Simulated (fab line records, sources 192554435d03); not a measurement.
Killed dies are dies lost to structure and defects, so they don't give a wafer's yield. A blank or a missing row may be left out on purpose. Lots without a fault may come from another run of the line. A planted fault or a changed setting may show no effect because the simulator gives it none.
Split-lot experiment | flow n5_finfet | 7 lots, 21 wafers read, on a route of 1938 steps

THE SPLIT
At N5_MOL_CONTACT_COAG_COAT_77 (time 60 s, resist thk 10 nm), the setting spin_rpm was moved away from the recipe's 1500 rpm on 9 of the 21 wafers read, by -8.4% to +7.5%. The other wafers ran this setting at the recipe's value.

The reading is taken at the split's own step.

THE READING
underlayer_of_MOL_CONTACT_COAG_COAT_77.thk_nm (the simulator's own value, which no gauge read), in nm, at N5_MOL_CONTACT_COAG_COAT_77 (time 60 s, resist thk 10 nm). The file gives no usual value for it.

wafer  | tool, chamber at the split | spin_rpm as run, rpm | against the recipe | underlayer_of_MOL_CONTACT_COAG_COAT_77.thk_nm, nm | against lot-mates on the recipe
L075.1 | litho_track-05, 0          | 1500                 | recipe             | 10                                                | -
L075.3 | litho_track-05, 0          | 1374                 | -8.4%              | 10.4                                              | +0.4
L075.5 | litho_track-05, 0          | 1374                 | -8.4%              | 10.4                                              | +0.4
L081.4 | litho_track-01, 0          | 1500                 | recipe             | 10                                                | -
L081.5 | litho_track-01, 0          | 1500                 | recipe             | 10                                                | -
L081.6 | litho_track-01, 0          | 1500                 | recipe             | 10                                                | -
L082.1 | litho_track-04, 0          | 1500                 | recipe             | 10                                                | -
L082.5 | litho_track-04, 0          | 1500                 | recipe             | 10                                                | -
L082.4 | litho_track-04, 0          | 1405                 | -6.3%              | 10.4                                              | +0.4
L085.2 | litho_track-01, 0          | 1500                 | recipe             | 10                                                | -
L085.6 | litho_track-01, 0          | 1500                 | recipe             | 10                                                | -
L085.4 | litho_track-01, 0          | 1378                 | -8.1%              | 10.4                                              | +0.4
L086.4 | litho_track-05, 0          | 1500                 | recipe             | 10                                                | -
L086.5 | litho_track-05, 0          | 1500                 | recipe             | 10                                                | -
L086.6 | litho_track-05, 0          | 1415                 | -5.7%              | 10.2                                              | +0.2
L089.4 | litho_track-01, 0          | 1500                 | recipe             | 10                                                | -
L089.5 | litho_track-01, 0          | 1613                 | +7.5%              | 9.6                                               | -0.4
L089.6 | litho_track-01, 0          | 1613                 | +7.5%              | 9.6                                               | -0.4
L097.1 | litho_track-01, 0          | 1500                 | recipe             | 10                                                | -
L097.2 | litho_track-01, 0          | 1404                 | -6.4%              | 10.4                                              | +0.4
L097.3 | litho_track-01, 0          | 1404                 | -6.4%              | 10.4                                              | +0.4

THE FIT
A straight line over all 21 wafers: underlayer_of_MOL_CONTACT_COAG_COAT_77.thk_nm changes by -0.0522 nm for each +1% of spin_rpm; r = -0.99; the points scatter about the line by 0.037 nm.
The same after taking each lot's own level away (the mean of its wafers on the recipe; 21 wafers): -0.0522 nm for each +1%; r = -0.99; scatter 0.037 nm.
On that fit, the largest move of spin_rpm shifts the reading by 0.44 nm.
The lots' own levels span 10.00 to 10.00 nm.
So the lot-to-lot level changes the slope little: the two slopes agree.
Check: with one of the wafers moved furthest among these (-8.4%) left out of the fit, the line predicts +0.445 nm for it against its lot-mates. It came out at +0.4 nm against them.

OTHER SPLITS ON THESE WAFERS
These wafers also went through other splits before the reading. Each is held against what the fit with the lots' levels taken away leaves over:
other split on the same wafers        | wafers away from the commonest value | r with underlayer_of_MOL_CONTACT_COAG_COAT_77.thk_nm (lot level and that fit taken away)
N5_SD_EPI_N_DESCUM_14 time_s          | 9                                    | +0.32
N5_SDB_COAT_05 spin_rpm               | 9                                    | +0.31
N5_SDB_EXPOSE_08 dose_mj              | 8                                    | +0.07
N5_HKMG_FIN_HK_ALD_01 ald_cycles      | 9                                    | +0.36
N5_HKMG_FIN_DEVELOP_48 develop_time_s | 7                                    | +0.57
N5_GATE_CUT_DESCUM_18 time_s          | 8                                    | +0.02
N5_GATE_CUT_ALD_22 ald_cycles         | 7                                    | +0.17

THE FILE'S OWN FIT
underlayer_of_MOL_CONTACT_COAG_COAT_77.thk_nm changes by -0.0517 nm for each +1% of spin_rpm, r = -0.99.
